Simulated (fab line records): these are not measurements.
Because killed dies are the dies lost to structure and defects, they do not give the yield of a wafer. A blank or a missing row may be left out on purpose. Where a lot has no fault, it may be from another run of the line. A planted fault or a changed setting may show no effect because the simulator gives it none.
The same fault as seen by 2 desks | flow n5 finfet | each desk holds nothing but its own numbers, with what lay behind them at the end

## AT THE METROLOGY DESK
Means of the sampled wafers that have a number, per lot and without regard to the tool the lot ran on: this is what the gauges read. If a lot's mean is further than 4 standard deviations from the usual mean, the lot is out of limits and carries the mark OUT (the distance appears in the brackets). Only the readings that lie furthest out on some lot appear, 7 of the 10 it has.
Columns: A = DIBL_P at N5_BEOL_M4_RC_MEAS_101, usual 37.1 mV/V; B = IOFF_N at N5_BEOL_M4_RC_MEAS_101, usual 0.17 nA/um; C = IOFF_P at N5_BEOL_M4_RC_MEAS_101, usual 0.23 nA/um; D = ION_P at N5_BEOL_M4_RC_MEAS_101, usual 462 uA/um; E = SS_N at N5_BEOL_M4_RC_MEAS_101, usual 71.8 mV/dec; F = SS_P at N5_BEOL_M4_RC_MEAS_101, usual 73.6 mV/dec; G = VT_N at N5_BEOL_M4_RC_MEAS_101, usual 250 mV
lot  | first seen here | A    | B    | C    | D   | E    | F    | G
L435 | day 8 09:50     | 36.4 | 0.15 | 0.22 | 466 | 71.4 | 73.6 | 251
L437 | day 8 12:47     | 34.5 | 0.14 | 0.18 | 457 | 70.9 | 72.7 | 251
L434 | day 8 17:35     | 37.9 | 0.19 | 0.20 | 449 | 72.0 | 73.8 | 249
L439 | day 9 03:45     | 39.5 | 0.20 | 0.29 | 468 | 71.8 | 74.2 | 247
L442 | day 10 02:35    | 37.3 | 0.17 | 0.23 | 462 | 72.2 | 74.2 | 250
L446 | day 11 02:27    | 37.9 | 0.18 | 0.24 | 458 | 72.4 | 73.2 | 252
L448 | day 11 17:58    | 37.5 | 0.16 | 0.23 | 462 | 71.2 | 73.4 | 253
L453 | day 12 20:08    | 42.1 | 0.25 | 0.31 | 471 | 73.7 | 75.2 | 244
L456 | day 13 14:06    | 35.0 | 0.16 | 0.20 | 464 | 71.5 | 73.1 | 249
L457 | day 13 14:38    | 38.8 | 0.21 | 0.28 | 479 | 72.4 | 74.4 | 244
Result from this desk: across the 10 lots, nothing is out of limits.

## THE DEFECT DESK
Counts from the inspections along the route, per lot, as means over the sampled wafers that have a number. If a lot's mean is further than 4 standard deviations from the usual mean, the lot is out of limits and carries the mark OUT (the distance appears in the brackets).
Columns: A = raw defect count at N5_SD_EPI_P_INSPECT_26, usual 179; B = raw defect count at N5_SD_ACTIVATION_INSPECT_02, usual 176
lot  | first seen here | A             | B
L434 | day 3 12:15     | 211           | 187
L435 | day 3 16:26     | 154           | 142
L437 | day 4 05:02     | 169           | 165
L439 | day 4 16:03     | 115           | 120
L442 | day 5 15:00     | 176           | 190
L446 | day 6 18:36     | 816 (+16) OUT | 811 (+18) OUT
L448 | day 7 02:11     | 842 (+17) OUT | 870 (+19) OUT
L453 | day 8 04:28     | 228           | 194
L456 | day 8 22:19     | 196           | 198
L457 | day 9 03:48     | 126           | 122
Finding of this desk: L446, L448 out of limits; the first was L446 at day 6 18:36, on raw defect count at N5_SD_EPI_P_INSPECT_26. L434, L435, L437, L439, L442, L453, L456, L457 stayed within limits.

## BROUGHT TOGETHER
The defect desk could have raised an alarm at day 6 18:36, on L446, L448.
Nothing out of limits was seen by the metrology desk.
The metrology desk has L446, L448 on record, within its limits.
On wet bench-01, each named lot ran N5_SD_EPI_P_PRECLEAN_52.

## WHAT THE SIMULATOR HAD INSERTED
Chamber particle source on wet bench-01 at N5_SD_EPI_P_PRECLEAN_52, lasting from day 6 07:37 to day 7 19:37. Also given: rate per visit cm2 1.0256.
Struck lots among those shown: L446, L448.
Hours from the fault's start to each desk's first reading out of limits: the defect desk, 11.
